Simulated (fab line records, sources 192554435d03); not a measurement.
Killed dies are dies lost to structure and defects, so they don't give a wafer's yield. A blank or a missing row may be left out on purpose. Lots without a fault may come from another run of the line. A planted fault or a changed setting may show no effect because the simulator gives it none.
Chamber matching | flow n5_finfet | N5_BEOL_M0_STRIP_140 on rie_diel-03: 4 sister chambers
The step strips in CF4. 18 wafers are shown with their chamber, then 9 later ones without.

WAFERS WITH THEIR CHAMBER
wafer  | chamber | drypump_motor_current_A (A) | throttle_valve_pct (%) | showerhead_plenum_p_Torr (Torr)
L076.1 | 3       | 5.5                         | 13.49                  | 1.78
L076.2 | 0       | 5.3                         | 13.66                  | 1.79
L076.4 | 1       | 6.5                         | 13.21                  | 1.76
L079.1 | 0       | 5.4                         | 13.65                  | 1.79
L079.4 | 2       | 6.0                         | 13.99                  | 1.83
L079.6 | 0       | 5.4                         | 13.66                  | 1.79
L080.4 | 0       | 5.4                         | 13.65                  | 1.79
L080.5 | 0       | 5.4                         | 13.66                  | 1.79
L080.6 | 1       | 6.6                         | 13.24                  | 1.76
L081.3 | 3       | 5.5                         | 13.55                  | 1.77
L081.4 | 2       | 6.0                         | 14.01                  | 1.83
L081.5 | 0       | 5.4                         | 13.69                  | 1.79
L084.1 | 2       | 6.0                         | 14.01                  | 1.83
L084.2 | 3       | 5.5                         | 13.54                  | 1.77
L084.6 | 2       | 5.9                         | 14.05                  | 1.83
L090.3 | 0       | 5.3                         | 13.72                  | 1.78
L090.5 | 1       | 6.6                         | 13.28                  | 1.75
L090.6 | 2       | 6.0                         | 14.06                  | 1.83

SIGNATURES (means of the wafers above)
reading                  | chamber 0 | chamber 1 | chamber 2 | chamber 3 | scatter within a chamber
drypump_motor_current_A  | 5.371     | 6.567     | 5.980     | 5.500     | 0.0455
throttle_valve_pct       | 13.6700   | 13.2433   | 14.0240   | 13.5267   | 0.0293
showerhead_plenum_p_Torr | 1.7886    | 1.7567    | 1.8300    | 1.7733    | 0.00396
Rule: a wafer's distance from a chamber is the root of the sum, over the readings, of the square of ((its reading less the chamber's mean) divided by the reading's scatter). The wafer belongs to the nearest chamber; if the next one is less than 2 further off, it can't be placed. The scatter: the root of (the sum of the squares of (reading less its chamber's mean) over the shown wafers, divided by (wafers less chambers)).

WAFERS WITHOUT THEIR CHAMBER
wafer  | drypump_motor_current_A (A) | throttle_valve_pct (%) | showerhead_plenum_p_Torr (Torr)
L091.1 | 5.9                         | 14.08                  | 1.83
L091.4 | 5.5                         | 13.56                  | 1.77
L091.5 | 5.5                         | 13.60                  | 1.77
L093.1 | 6.0                         | 14.08                  | 1.82
L093.4 | 6.6                         | 13.30                  | 1.75
L093.6 | 6.0                         | 14.07                  | 1.82
L096.1 | 6.6                         | 13.33                  | 1.75
L096.4 | 5.3                         | 13.74                  | 1.78
L096.6 | 5.5                         | 13.61                  | 1.76

WHICH CHAMBER EACH WENT THROUGH
wafer  | from the rows above | in truth
L091.1 | 2                   | 2
L091.4 | 3                   | 3
L091.5 | 3                   | 3
L093.1 | 2                   | 2
L093.4 | 1                   | 1
L093.6 | 2                   | 2
L096.1 | 1                   | 1
L096.4 | 0                   | 0
L096.6 | 3                   | 3
Placed correctly: 9 of 9. Can't be placed from these rows: 0. Placed wrongly: 0.
